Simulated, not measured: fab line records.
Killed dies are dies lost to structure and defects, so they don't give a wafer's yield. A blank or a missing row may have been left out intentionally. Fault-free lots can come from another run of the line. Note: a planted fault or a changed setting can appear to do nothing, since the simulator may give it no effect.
Split-lot trial | flow n5-finfet | 39 wafers read from 7 lots, route of 1938 steps

== ABOUT THE SPLIT ==
At N5_MIM_BOT_ETCH_ETCH_04 (etches SiNx in CF4/O2, target depth 26 nm, time 13 s), the setting time-s was moved away from the recipe's 13 s on 15 of the 39 wafers read, by -53.8% to +44.8%. For the rest of the wafers, this setting stayed at what the recipe calls for.

Reading taken at the split's own step.

== THE READING ==
MIM_BOT_ETCH.cd-offset-nm (the simulator's own value, which no gauge read), in nm, at N5_MIM_BOT_ETCH_ETCH_04 (etches SiNx in CF4/O2, target depth 26 nm, time 13 s). No usual value for it is given in the file. The 24 wafers here that ran the recipe average -0.0 nm, standard deviation 0.13 nm.

wafer  | tool, chamber at the split | time-s as run, s | against the recipe | MIM_BOT_ETCH.cd-offset-nm, nm | against lot-mates on the recipe
L074.1 | rie-diel-04, 1             | 13               | recipe             | -0.2                          | -
L074.2 | rie-diel-04, 3             | 13               | recipe             | 0                             | -
L074.3 | rie-diel-04, 2             | 18.83            | +44.8%             | -0.6                          | -0.5
L074.4 | rie-diel-04, 0             | 18.83            | +44.8%             | -0.8                          | -0.7
L074.5 | rie-diel-04, 2             | 18.83            | +44.8%             | -0.6                          | -0.5
L074.6 | rie-diel-04, 1             | 13               | recipe             | -0.2                          | -
L078.1 | rie-diel-03, 0             | 6.001            | -53.8%             | 0.6                           | +0.7
L078.2 | rie-diel-03, 2             | 6.001            | -53.8%             | 0.6                           | +0.7
L078.3 | rie-diel-03, 1             | 13               | recipe             | -0.2                          | -
L078.4 | rie-diel-03, 2             | 13               | recipe             | 0                             | -
L078.5 | rie-diel-03, 1             | 13               | recipe             | -0.2                          | -
L078.6 | rie-diel-03, 0             | 6.001            | -53.8%             | 0.6                           | +0.7
L077.1 | rie-diel-03, 2             | 13               | recipe             | 0                             | -
L077.2 | rie-diel-03, 0             | 13               | recipe             | 0.2                           | -
L077.3 | rie-diel-03, 1             | 13               | recipe             | 0                             | -
L077.4 | rie-diel-03, 3             | 13               | recipe             | 0                             | -
L077.5 | rie-diel-03, 3             | 13               | recipe             | 0.2                           | -
L077.6 | rie-diel-03, 2             | 13               | recipe             | 0                             | -
L079.1 | rie-diel-04, 1             | 13               | recipe             | 0                             | -
L079.2 | rie-diel-04, 0             | 13               | recipe             | -0.2                          | -
L079.5 | rie-diel-04, 0             | 13               | recipe             | 0                             | -
L086.1 | rie-diel-04, 1             | 16.96            | +30.5%             | -0.2                          | -0.3
L086.2 | rie-diel-04, 3             | 13               | recipe             | 0                             | -
L086.3 | rie-diel-04, 2             | 13               | recipe             | 0.2                           | -
L086.4 | rie-diel-04, 0             | 16.96            | +30.5%             | -0.4                          | -0.5
L086.5 | rie-diel-04, 0             | 16.96            | +30.5%             | -0.4                          | -0.5
L086.6 | rie-diel-04, 1             | 13               | recipe             | 0.2                           | -
L092.1 | rie-diel-03, 3             | 13               | recipe             | 0                             | -
L092.2 | rie-diel-03, 2             | 8.973            | -31.0%             | 0.2                           | +0.3
L092.3 | rie-diel-03, 0,3           | 8.973            | -31.0%             | 0.4                           | +0.5
L092.6 | rie-diel-03, 0,3           | 8.973            | -31.0%             | 0.4                           | +0.5
L092.4 | rie-diel-03, 1             | 13               | recipe             | -0.2                          | -
L092.5 | rie-diel-03, 0             | 13               | recipe             | 0                             | -
L094.1 | rie-diel-01, 2             | 13               | recipe             | -0.2                          | -
L094.2 | rie-diel-01, 0             | 18.19            | +39.9%             | -0.4                          | -0.3
L094.3 | rie-diel-01, 3             | 13               | recipe             | 0                             | -
L094.4 | rie-diel-01, 1             | 13               | recipe             | 0                             | -
L094.5 | rie-diel-01, 1             | 18.19            | +39.9%             | -0.4                          | -0.3
L094.6 | rie-diel-01, 0             | 18.19            | +39.9%             | -0.4                          | -0.3
Where a row lists several chambers, the file gives one row for several wafers and doesn't say which wafer went through which chamber.

THE FIT
A straight line over all 39 wafers: MIM_BOT_ETCH.cd-offset-nm changes by -0.0117 nm for each +1% of time-s; r = -0.92; the points scatter about the line by 0.13 nm.
The same after taking each lot's own level away (the mean of its wafers on the recipe; 39 wafers): -0.0124 nm for each +1%; r = -0.95; scatter 0.1 nm.
On that fit, the largest move of time-s shifts the reading by 0.67 nm.
The span of the lots' own levels, -0.13 to 0.13 nm, comes to 2.0 times the standard deviation stated above.
The two slopes agree, so the slope changes little with the lot-to-lot level.
Check: for one of the wafers moved furthest among these (-53.8%), held out of the fit, the line's prediction against its lot-mates is +0.669 nm. It came out at +0.733 nm against them.

== OTHER SPLITS APPLIED TO THESE WAFERS ==
These wafers also went through other splits before the reading. Each is held against what the fit with the lots' levels taken away leaves over:
other split on the same wafers      | wafers away from the commonest value | r with MIM_BOT_ETCH.cd-offset-nm (lot level and that fit taken away)
N5_BEOL_M10_TRENCH_ETCH_37 time-s   | 18                                   | -0.09
N5_BEOL_M13_SPUTTER_44 target-thk-a | 12                                   | -0.04

== THE WHOLE CHAIN: every reading that the file lists as answering this split, in the file's order ==
step                    | what it does                                         | reading                                                                    | change (the file's fit)                | r (the file's)
N5_MIM_BOT_ETCH_ETCH_04 | etches SiNx in CF4/O2, target depth 26 nm, time 13 s | etch.depth-nm (the simulator's own value, which no gauge read)             | +0.259 nm for each +1% of the setting  | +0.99
N5_MIM_BOT_ETCH_ETCH_04 | etches SiNx in CF4/O2, target depth 26 nm, time 13 s | MIM_BOT_ETCH.cd-offset-nm (the simulator's own value, which no gauge read) | -0.0123 nm for each +1% of the setting | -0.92

== FILE'S OWN FIT ==
MIM_BOT_ETCH.cd-offset-nm changes by -0.0123 nm for each +1% of time-s, r = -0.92.
